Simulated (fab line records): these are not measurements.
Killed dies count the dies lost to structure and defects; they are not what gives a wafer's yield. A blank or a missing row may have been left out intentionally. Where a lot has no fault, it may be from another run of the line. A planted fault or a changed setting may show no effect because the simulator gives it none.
Split-lot experiment || flow n5_finfet || 7 lots, 21 wafers read, on a route of 1938 steps

THE SPLIT ITSELF
At N5_BEOL_M9_COAT_22 (resist thk 30 nm), the setting spin_rpm was moved away from the recipe's 1500 rpm on 4 of the 21 wafers read, by +7.3% to +10.3%. All remaining wafers had this setting at the recipe value.

FROM THE SPLIT TO THE READING: what the file shows between them, 5 steps
- N5_BEOL_M9_EXPOSE_25: exposes mask V8 (also split here: dose_mj)
- N5_BEOL_M9_PEB_26: peb time 60 s
- N5_BEOL_M9_DEVELOP_27: develop time 30 s
- N5_BEOL_M9_CD_MEAS_28: target cd 70 nm
- N5_BEOL_M9_DESCUM_33: chemistry O2, time 7 s

THE READING
CAR-EUV_of_BEOL_M9_COAT_22.thk_nm (the simulator's own value, which no gauge read), in nm, at N5_BEOL_M9_ETCH_76 (etches underlayer in N2/H2, target depth 6.5 nm, time 5.2 s). The file gives no usual value for it. Across the 17 wafers here that went through the recipe, the average is 20.3 nm and the standard deviation 0.13 nm.

{"wafer": "L076.1", "tool, chamber at the split": "litho_track-02, 0", "spin_rpm as run, rpm": 1610, "against the recipe": "+7.3%", "CAR-EUV_of_BEOL_M9_COAT_22.thk_nm, nm": 19.4, "against lot-mates on the recipe": -1.0}
{"wafer": "L076.3", "tool, chamber at the split": "litho_track-02, 0", "spin_rpm as run, rpm": 1500, "against the recipe": "recipe", "CAR-EUV_of_BEOL_M9_COAT_22.thk_nm, nm": 20.4, "against lot-mates on the recipe": "-"}
{"wafer": "L076.5", "tool, chamber at the split": "litho_track-02, 0", "spin_rpm as run, rpm": 1610, "against the recipe": "+7.3%", "CAR-EUV_of_BEOL_M9_COAT_22.thk_nm, nm": 19.2, "against lot-mates on the recipe": -1.2}
{"wafer": "L080.1", "tool, chamber at the split": "litho_track-02, 0", "spin_rpm as run, rpm": 1500, "against the recipe": "recipe", "CAR-EUV_of_BEOL_M9_COAT_22.thk_nm, nm": 20.4, "against lot-mates on the recipe": "-"}
{"wafer": "L080.3", "tool, chamber at the split": "litho_track-02, 0", "spin_rpm as run, rpm": 1500, "against the recipe": "recipe", "CAR-EUV_of_BEOL_M9_COAT_22.thk_nm, nm": 20.4, "against lot-mates on the recipe": "-"}
{"wafer": "L080.2", "tool, chamber at the split": "litho_track-02, 0", "spin_rpm as run, rpm": 1500, "against the recipe": "recipe", "CAR-EUV_of_BEOL_M9_COAT_22.thk_nm, nm": 20.6, "against lot-mates on the recipe": "-"}
{"wafer": "L081.2", "tool, chamber at the split": "litho_track-03, 0", "spin_rpm as run, rpm": 1500, "against the recipe": "recipe", "CAR-EUV_of_BEOL_M9_COAT_22.thk_nm, nm": 20.2, "against lot-mates on the recipe": "-"}
{"wafer": "L081.3", "tool, chamber at the split": "litho_track-03, 0", "spin_rpm as run, rpm": 1500, "against the recipe": "recipe", "CAR-EUV_of_BEOL_M9_COAT_22.thk_nm, nm": 20.2, "against lot-mates on the recipe": "-"}
{"wafer": "L081.5", "tool, chamber at the split": "litho_track-03, 0", "spin_rpm as run, rpm": 1500, "against the recipe": "recipe", "CAR-EUV_of_BEOL_M9_COAT_22.thk_nm, nm": 20.4, "against lot-mates on the recipe": "-"}
{"wafer": "L089.1", "tool, chamber at the split": "litho_track-04, 0", "spin_rpm as run, rpm": 1500, "against the recipe": "recipe", "CAR-EUV_of_BEOL_M9_COAT_22.thk_nm, nm": 20.6, "against lot-mates on the recipe": "-"}
{"wafer": "L089.2", "tool, chamber at the split": "litho_track-04, 0", "spin_rpm as run, rpm": 1500, "against the recipe": "recipe", "CAR-EUV_of_BEOL_M9_COAT_22.thk_nm, nm": 20.4, "against lot-mates on the recipe": "-"}
{"wafer": "L089.4", "tool, chamber at the split": "litho_track-04, 0", "spin_rpm as run, rpm": 1500, "against the recipe": "recipe", "CAR-EUV_of_BEOL_M9_COAT_22.thk_nm, nm": 20.4, "against lot-mates on the recipe": "-"}
{"wafer": "L088.3", "tool, chamber at the split": "litho_track-03, 0", "spin_rpm as run, rpm": 1500, "against the recipe": "recipe", "CAR-EUV_of_BEOL_M9_COAT_22.thk_nm, nm": 20.2, "against lot-mates on the recipe": "-"}
{"wafer": "L088.5", "tool, chamber at the split": "litho_track-03, 0", "spin_rpm as run, rpm": 1500, "against the recipe": "recipe", "CAR-EUV_of_BEOL_M9_COAT_22.thk_nm, nm": 20.2, "against lot-mates on the recipe": "-"}
{"wafer": "L088.4", "tool, chamber at the split": "litho_track-03, 0", "spin_rpm as run, rpm": 1500, "against the recipe": "recipe", "CAR-EUV_of_BEOL_M9_COAT_22.thk_nm, nm": 20.4, "against lot-mates on the recipe": "-"}
{"wafer": "L097.1", "tool, chamber at the split": "litho_track-04, 0", "spin_rpm as run, rpm": 1655, "against the recipe": "+10.3%", "CAR-EUV_of_BEOL_M9_COAT_22.thk_nm, nm": 19, "against lot-mates on the recipe": -1.2}
{"wafer": "L097.4", "tool, chamber at the split": "litho_track-04, 0", "spin_rpm as run, rpm": 1655, "against the recipe": "+10.3%", "CAR-EUV_of_BEOL_M9_COAT_22.thk_nm, nm": 19, "against lot-mates on the recipe": -1.2}
{"wafer": "L097.2", "tool, chamber at the split": "litho_track-04, 0", "spin_rpm as run, rpm": 1500, "against the recipe": "recipe", "CAR-EUV_of_BEOL_M9_COAT_22.thk_nm, nm": 20.2, "against lot-mates on the recipe": "-"}
{"wafer": "L095.2", "tool, chamber at the split": "litho_track-02, 0", "spin_rpm as run, rpm": 1500, "against the recipe": "recipe", "CAR-EUV_of_BEOL_M9_COAT_22.thk_nm, nm": 20.4, "against lot-mates on the recipe": "-"}
{"wafer": "L095.4", "tool, chamber at the split": "litho_track-02, 0", "spin_rpm as run, rpm": 1500, "against the recipe": "recipe", "CAR-EUV_of_BEOL_M9_COAT_22.thk_nm, nm": 20.2, "against lot-mates on the recipe": "-"}
{"wafer": "L095.5", "tool, chamber at the split": "litho_track-02, 0", "spin_rpm as run, rpm": 1500, "against the recipe": "recipe", "CAR-EUV_of_BEOL_M9_COAT_22.thk_nm, nm": 20.2, "against lot-mates on the recipe": "-"}

THE FIT
A straight line over all 21 wafers: CAR-EUV_of_BEOL_M9_COAT_22.thk_nm changes by -0.134 nm for each +1% of spin_rpm; r = -0.97; the points scatter about the line by 0.13 nm.
The same after taking each lot's own level away (the mean of its wafers on the recipe; 21 wafers): -0.127 nm for each +1%; r = -0.97; scatter 0.11 nm.
That fit puts the effect of the largest move of spin_rpm on the reading at 1.3 nm.
The lots' own levels span 20.20 to 20.47 nm, that is 2.0 times the standard deviation above.
The two slopes are in agreement: the lot-to-lot level therefore moves the slope only a little.
Check: -1.37 nm against its lot-mates is what the line predicts for one of the wafers moved furthest among these (+10.3%) when that wafer is left out of the fit. It came out at -1.2 nm against them.

OTHER SPLITS APPLIED TO THESE WAFERS
Other splits were also applied to these wafers ahead of the reading. Each is held against what the fit with the lots' levels taken away leaves over:
{"other split on the same wafers": "N5_BEOL_M8_ILD_DEP_00 time_s", "wafers away from the commonest value": 8, "r with CAR-EUV_of_BEOL_M9_COAT_22.thk_nm (lot level and that fit taken away)": -0.03}
{"other split on the same wafers": "N5_BEOL_M9_EXPOSE_25 dose_mj", "wafers away from the commonest value": 3, "r with CAR-EUV_of_BEOL_M9_COAT_22.thk_nm (lot level and that fit taken away)": "+0.39"}

THE WHOLE CHAIN: every reading that the file lists as answering this split, in the file's order
{"step": "N5_BEOL_M9_COAT_22", "what it does": "resist thk 30 nm", "reading": "CAR-EUV_of_BEOL_M9_COAT_22.thk_nm (the simulator's own value, which no gauge read)", "change (the file's fit)": "-0.14 nm for each +1% of the setting", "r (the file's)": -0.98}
{"step": "N5_BEOL_M9_DEVELOP_27", "what it does": "develop time 30 s", "reading": "CAR-EUV_of_BEOL_M9_COAT_22.thk_nm (the simulator's own value, which no gauge read)", "change (the file's fit)": "-0.151 nm for each +1% of the setting", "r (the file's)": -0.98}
{"step": "N5_BEOL_M9_ETCH_76", "what it does": "etches underlayer in N2/H2, target depth 6.5 nm, time 5.2 s", "reading": "CAR-EUV_of_BEOL_M9_COAT_22.thk_nm (the simulator's own value, which no gauge read)", "change (the file's fit)": "-0.127 nm for each +1% of the setting", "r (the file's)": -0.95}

THE FILE'S OWN FIT
CAR-EUV_of_BEOL_M9_COAT_22.thk_nm changes by -0.127 nm for each +1% of spin_rpm, r = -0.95.
